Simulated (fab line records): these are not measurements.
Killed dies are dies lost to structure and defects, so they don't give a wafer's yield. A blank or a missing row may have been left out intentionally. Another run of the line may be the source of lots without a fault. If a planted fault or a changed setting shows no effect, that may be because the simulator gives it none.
A single fault, viewed from 2 desks / flow nandHarc / every desk sees just its own numbers, and what lay behind them comes last

THE METROLOGY DESK
What the gauges read, lot by lot, whatever tool the lot ran on: means of the sampled wafers that have a number. Marked OUT: a lot whose mean sits more than 4 standard deviations from the usual mean, which makes it out of limits; the brackets give that distance.
Columns: A = thkNm at NHARC_A_SOURCE_PLATE_THK_MEAS_06, usual 198.8 nm
lot=L128; first seen here=day 7 14:32; A=198.5
lot=L129; first seen here=day 8 02:51; A=198.2
lot=L130; first seen here=day 8 14:50; A=198.6
lot=L132; first seen here=day 9 06:27; A=200.2
lot=L133; first seen here=day 9 20:31; A=201.4
lot=L134; first seen here=day 10 04:25; A=201.1
lot=L137; first seen here=day 11 02:19; A=199.5
lot=L136; first seen here=day 11 02:20; A=201.1
lot=L138; first seen here=day 11 14:48; A=50.1 (-65) OUT
lot=L139; first seen here=day 12 02:43; A=50.0 (-65) OUT
lot=L147; first seen here=day 15 13:13; A=199.6
lot=L148; first seen here=day 15 21:28; A=198.4
lot=L150; first seen here=day 16 15:47; A=192.9
lot=L151; first seen here=day 17 10:55; A=197.8
Finding of this desk: L138, L139 out of limits; the first was L138 at day 11 14:48, on thkNm at NHARC_A_SOURCE_PLATE_THK_MEAS_06. In limits: L128, L129, L130, L132, L133, L134, L137, L136, L147, L148, L150, L151.

TOOL OWNER'S DESK, lpcvdPoly-02
The tool's own readings at NHARC_A_SOURCE_PLATE_CVD_03 (deposits poly-Si, target thk 200 nm, time 4000 s): means of the sampled wafers that have a number, for each lot that ran on this tool. Marked OUT: a lot whose mean sits more than 4 standard deviations from the usual mean, which makes it out of limits; the brackets give that distance.
Columns: A = pressureMtorr at NHARC_A_SOURCE_PLATE_CVD_03, usual 200.0 mTorr; B = runLengthS at NHARC_A_SOURCE_PLATE_CVD_03, usual 4001.1 s; C = spikeTcBottomC at NHARC_A_SOURCE_PLATE_CVD_03, usual 639.2 C; D = spikeTcLowerC at NHARC_A_SOURCE_PLATE_CVD_03, usual 619.5 C; E = spikeTcTopC at NHARC_A_SOURCE_PLATE_CVD_03, usual 636.8 C; F = zonePowerBottomPct at NHARC_A_SOURCE_PLATE_CVD_03, usual 13.0 %
lot=L128; first seen here=day 7 04:34; A=199.6; B=4002.0; C=640.1; D=619.8; E=635.9; F=13.8
lot=L129; first seen here=day 7 15:43; A=199.7; B=4001.6; C=639.5; D=619.5; E=636.4; F=13.8
lot=L130; first seen here=day 8 04:28; A=200.1; B=4001.7; C=639.0; D=619.9; E=637.0; F=13.7
lot=L132; first seen here=day 8 19:53; A=200.0; B=4001.3; C=640.1; D=618.8; E=636.0; F=13.8
lot=L133; first seen here=day 9 10:28; A=200.2; B=4001.6; C=638.9; D=619.0; E=637.6; F=13.6
This desk's finding: nothing out of limits on any of the 5 lots.

ALL TOGETHER
L138, L139 would have let the metrology desk raise an alarm at day 11 14:48.
The tool owner's desk saw nothing out of limits.
The tool owner's desk has no number on record for L138, L139.
Every lot named ran NHARC_A_SOURCE_PLATE_CVD_03 on lpcvdPoly-02.

WHAT HAD BEEN PUT IN BY THE SIMULATOR
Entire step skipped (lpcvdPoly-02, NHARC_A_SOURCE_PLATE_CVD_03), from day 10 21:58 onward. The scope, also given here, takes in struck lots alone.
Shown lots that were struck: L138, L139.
Hours from the fault's start to each desk's first reading out of limits: the metrology desk, 17.
